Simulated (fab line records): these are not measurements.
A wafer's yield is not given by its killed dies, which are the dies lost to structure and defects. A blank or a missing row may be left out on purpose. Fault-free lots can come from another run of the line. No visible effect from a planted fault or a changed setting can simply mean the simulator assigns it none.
A struck lot beside a sound one | flow n5Finfet | 34 out of 1938 route steps
Sound: these wafers, L416.1, L416.2, L416.4. Wafers L424.1, L424.2, L424.3 were the ones struck. The cause comes at the end.
Per side, at each step with rows, come the tool, then ch with its chambers, and then its first start. Under that, the readings that differ: sound wafers | struck wafers | difference of the means | sigmas: that difference in standard deviations of wafers without a fault.
alike: words and numbers the same on both sides, and readings whose means are apart by under 2 such deviations; not compared: readings that were withheld, readings missing a value for some wafer, numbers with overlapping values and no deviation given by the record, and bounds like >300 which may hide the same value.
Wherever a step has rows on one side only, a row that says differs or no value, or a row with sigmas, the two part there. Numbers that have no deviation but don't overlap get no sigmas and don't part them. A reading that every wafer of one side lacks parts them only if that side has two wafers or more.

first, 9 steps without rows for these wafers: N5_BEOL_M11_EXPOSE_25 (exposes mask V10); N5_BEOL_M11_PEB_26 (peb time 60 s); N5_BEOL_M11_DEVELOP_27 (develop time 30 s); N5_BEOL_M11_DESCUM_33 (chemistry O2, time 7.9 s); N5_BEOL_M11_ETCH_65 (etches SiARC in CF4, target depth 39 nm, time 65 s); N5_BEOL_M11_ETCH_66 (etches SOC in N2/H2, target depth 120 nm, overetch 24 nm, time 180 s); N5_BEOL_M11_STRIP_69 (strips in N2/H2); N5_BEOL_M11_VIA_ETCH_34 (etches SiCOH lowk in C4F6/O2, target depth 184.5 nm, time 69.2 s); N5_BEOL_M11_STRIP_73 (strips in C4F6/O2).
N5_BEOL_M11_STRIP_36: strips in N2/H2.
  sound on rieDiel-01 ch 0,1,3, day 13 12:28; struck on rieDiel-06 ch 0,1,3, day 15 10:10
reading             | sound       | struck     | difference | sigmas
rfHoursCounterH (h) | 249 245 228 | 209 20 210 | -94        | 
  alike: drypumpMotorCurrentA, oesProductAu, powerW, rfVppV, showerheadPlenumPTorr, throttleValvePct
then, 23 steps without rows for these wafers: N5_BEOL_M11_TRENCH_ETCH_37 (etches SiCOH lowk in C4F6/O2, target depth 148.83 nm, time 48 s); N5_BEOL_M11_ETCH_41 (etches SiCN in CH3F/O2, target depth 42.6 nm, time 86 s); N5_BEOL_M11_STRIP_77 (strips in N2/H2, time 10 s); N5_BEOL_M11_HM_STRIP_39 (strips TiN in peroxide tin strip, target depth 25 nm, time 158 s); N5_BEOL_M11_SRD_40 (time 30 s); N5_BEOL_M11_PRECLEAN_42 (cleans in residue remover, time 60 s); N5_BEOL_M11_SRD_43 (time 30 s); N5_BEOL_M11_CURE_72 (cures SiCOH lowk, time 120 s); N5_BEOL_M11_DEGAS_44 (time 60 s); N5_BEOL_M11_PRE_CLEAN_45 (time 30 s); N5_BEOL_M11_ALD_74 (deposits TaN, target thk 2 nm, pulse time 2 s, purge time 3 s); N5_BEOL_M11_SURFACE_TREAT_76; N5_BEOL_M11_CVD_75 (deposits Co from CCTBA/H2, target thk 2 nm, time 138.9 s); N5_BEOL_M11_SPUTTER_48 (material Cu, target thk 12 nm, time 2 s); N5_BEOL_M11_ECD_50 (material Cu, target thk 318 nm); N5_BEOL_M11_ANNEAL_51 (time 90 s); N5_BEOL_M11_CMP_52 (polishes, stops on SiCOH lowk, t overpolish 7 s, target thk 140 nm); N5_BEOL_M11_PRE_CLEAN_55 (time 15 s); N5_BEOL_M11_DEP_56 (deposits SiCN from 3MS/NH3, target thk 30 nm, time 10.5 s); N5_BEOL_M12_ILD_DEP_00 (deposits SiOC from DEMS/O2, target thk 658.92 nm, time 130.7 s); N5_BEOL_M12_COAT_58 (time 60 s, resist thk 89 nm); N5_BEOL_M12_COAT_04 (resist thk 400 nm); N5_BEOL_M12_EBR_06.
N5_PASSIVATION_PROBE_49:
  rows exist in the record for the struck wafers here (prober-01, day 17 10:08), but not for the sound ones

WHERE THEY PART
Within this record, at N5_PASSIVATION_PROBE_49 only.

WHY: the cause the simulator had injected
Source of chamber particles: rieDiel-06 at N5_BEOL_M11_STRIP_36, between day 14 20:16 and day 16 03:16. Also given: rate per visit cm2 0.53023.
